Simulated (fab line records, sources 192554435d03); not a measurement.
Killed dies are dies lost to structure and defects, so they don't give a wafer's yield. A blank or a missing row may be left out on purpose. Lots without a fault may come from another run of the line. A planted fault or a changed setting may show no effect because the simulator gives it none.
A struck lot beside a sound one | flow n5_finfet | 13 steps out of a route of 1938
Sound: wafers L506.1, L506.4, L506.6. Struck: wafers L515.1, L515.2, L515.4. The cause comes at the end.
At each step with rows: each side's tool, then ch and its chambers, then its first start. Under that, the readings that differ: sound wafers | struck wafers | difference of the means | sigmas: that difference in standard deviations of wafers without a fault.
alike: readings whose means differ by less than 2 such deviations, and words and numbers that are the same on both sides. not compared: withheld readings, readings that some wafer has no value for, bounds like >300 that may hide the same value, and numbers for which the record gives no deviation and whose values overlap.
The two part at a step that has a row with sigmas, a row that says differs or no value, or rows on one side only. Numbers that don't overlap but have no deviation are shown without sigmas and don't part them. A reading that every wafer of one side lacks parts them only if that side has two wafers or more.

N5_BEOL_M5_RS_MEAS_57: measures by four-point-probe.
  sound on film_metro-01, day 11 08:42; struck on film_metro-02, day 14 07:17
  alike: M5_RS
N5_BEOL_M6_ILD_DEP_00: deposits SiCOH lowk from DEMS/porogen, target thk 179.75 nm, time 33.4 s.
  sound on pecvd-04 ch 0,2, day 11 08:46; struck on pecvd-04 ch 0,2, day 14 07:22
  alike: heater_power_w, showerhead_plenum_p_Torr, throttle_valve_pct
N5_BEOL_M6_CURE_74: cures SiCOH lowk, time 240 s.
  sound on uv_cure-02 ch 2, day 11 08:49; struck on uv_cure-02 ch 1, day 14 07:25
  alike: lamp_power_pct, wafer_temp_C_max
N5_BEOL_M6_THK_MEAS_01:
  sound on film_metro-02, day 11 09:20; struck on film_metro-02, day 14 07:56
  alike: M6_ILD_THK
N5_BEOL_M6_PECVD_70: deposits SiO2 from TEOS/O2, target thk 20 nm, time 22.7 s.
  sound on pecvd-04 ch 0,1, day 11 09:22; struck on pecvd-04 ch 0,1, day 14 07:58
  alike: heater_power_w, showerhead_plenum_p_Torr, throttle_valve_pct
N5_BEOL_M6_HM_DEP_02: deposits TiN, target thk 20 nm.
  sound on pvd_sputter-01, day 11 10:49; struck on pvd_sputter-02, day 14 09:09
  alike: throttle_valve_pct
then, 5 steps without rows for these wafers: N5_BEOL_M6_COAT_59 (time 60 s, resist thk 100 nm); N5_BEOL_M6_COAT_60 (time 60 s, resist thk 35 nm); N5_BEOL_M6_COAT_05 (resist thk 90 nm); N5_BEOL_M6_EBR_07; N5_BEOL_M6_SOFTBAKE_06 (time 60 s).
N5_BEOL_M6_EXPOSE_08: exposes mask M6.
  sound on arfi_scanner-02 ch 0, day 11 11:12; struck on arfi_scanner-01, day 14 09:31
  no value came back on the struck wafers for dipole_opening_deg (degrees), exposure_dose_mJ_cm2, focus_offset_nm (nm); on the sound wafers dipole_opening_deg (degrees) reads 35 35 35
  alike: mask
then, 1 step without rows for these wafers: N5_BEOL_M6_PEB_09 (peb time 60 s).

WHERE THEY PART
Only at N5_BEOL_M6_EXPOSE_08, within this record.

WHY: what the simulator had put in
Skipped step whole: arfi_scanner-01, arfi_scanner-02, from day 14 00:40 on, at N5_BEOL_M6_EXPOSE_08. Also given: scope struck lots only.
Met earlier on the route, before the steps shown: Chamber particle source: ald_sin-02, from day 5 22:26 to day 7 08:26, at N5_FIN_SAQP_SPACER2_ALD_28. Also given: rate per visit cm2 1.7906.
